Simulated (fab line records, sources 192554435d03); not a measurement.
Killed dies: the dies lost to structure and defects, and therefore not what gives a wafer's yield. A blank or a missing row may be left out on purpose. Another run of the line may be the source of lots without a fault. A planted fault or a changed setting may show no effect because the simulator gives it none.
Matching of chambers || flow n5_finfet || 4 sister chambers for N5_SDB_ALD_29 on ald_sin-01
The step deposits SiNx, target thk 30 nm, pulse time 1 s, ald cycles 600. 8 wafers are shown with their chamber, then 7 later ones without.

== EACH WAFER AND ITS CHAMBER ==
{"wafer": "L078.4", "chamber": 0, "heater_power_w (W)": 954, "precursor_pulse_height_rel": 1.000}
{"wafer": "L079.2", "chamber": 0, "heater_power_w (W)": 931, "precursor_pulse_height_rel": 0.976}
{"wafer": "L079.3", "chamber": 1, "heater_power_w (W)": 729, "precursor_pulse_height_rel": 0.989}
{"wafer": "L079.4", "chamber": 2, "heater_power_w (W)": 1069, "precursor_pulse_height_rel": 1.010}
{"wafer": "L082.1", "chamber": 1, "heater_power_w (W)": 727, "precursor_pulse_height_rel": 1.012}
{"wafer": "L082.6", "chamber": 3, "heater_power_w (W)": 906, "precursor_pulse_height_rel": 1.011}
{"wafer": "L087.1", "chamber": 3, "heater_power_w (W)": 890, "precursor_pulse_height_rel": 1.017}
{"wafer": "L087.2", "chamber": 2, "heater_power_w (W)": 1086, "precursor_pulse_height_rel": 1.033}

== WAFERS WITHOUT THEIR CHAMBER ==
{"wafer": "L087.6", "heater_power_w (W)": 905, "precursor_pulse_height_rel": 1.005}
{"wafer": "L088.1", "heater_power_w (W)": 1072, "precursor_pulse_height_rel": 0.988}
{"wafer": "L088.5", "heater_power_w (W)": 1076, "precursor_pulse_height_rel": 0.988}
{"wafer": "L088.6", "heater_power_w (W)": 889, "precursor_pulse_height_rel": 0.980}
{"wafer": "L096.1", "heater_power_w (W)": 731, "precursor_pulse_height_rel": 0.967}
{"wafer": "L096.5", "heater_power_w (W)": 1073, "precursor_pulse_height_rel": 0.974}
{"wafer": "L096.6", "heater_power_w (W)": 740, "precursor_pulse_height_rel": 1.013}

== CHAMBER TAKEN BY EACH ==
{"wafer": "L087.6", "from the rows above": 3, "in truth": 3}
{"wafer": "L088.1", "from the rows above": 2, "in truth": 2}
{"wafer": "L088.5", "from the rows above": 2, "in truth": 2}
{"wafer": "L088.6", "from the rows above": 3, "in truth": 3}
{"wafer": "L096.1", "from the rows above": 1, "in truth": 1}
{"wafer": "L096.5", "from the rows above": 2, "in truth": 2}
{"wafer": "L096.6", "from the rows above": 1, "in truth": 1}
Correct placement for 7 of the 7. Not placeable from these rows: 0. Number placed wrongly: 0.
How it was worked out, from the rows above alone: a wafer's distance from a chamber is the root of the sum, over the readings, of the square of ((its reading less the chamber's mean) divided by the reading's scatter). The wafer belongs to the nearest chamber; if the next one is less than 2 further off, it can't be placed. The mean given for a chamber averages the wafers shown for that chamber. How the scatter is found: for the shown wafers, subtract from each reading the mean of its chamber, square and add these, divide the total by (wafers less chambers), then take the root.
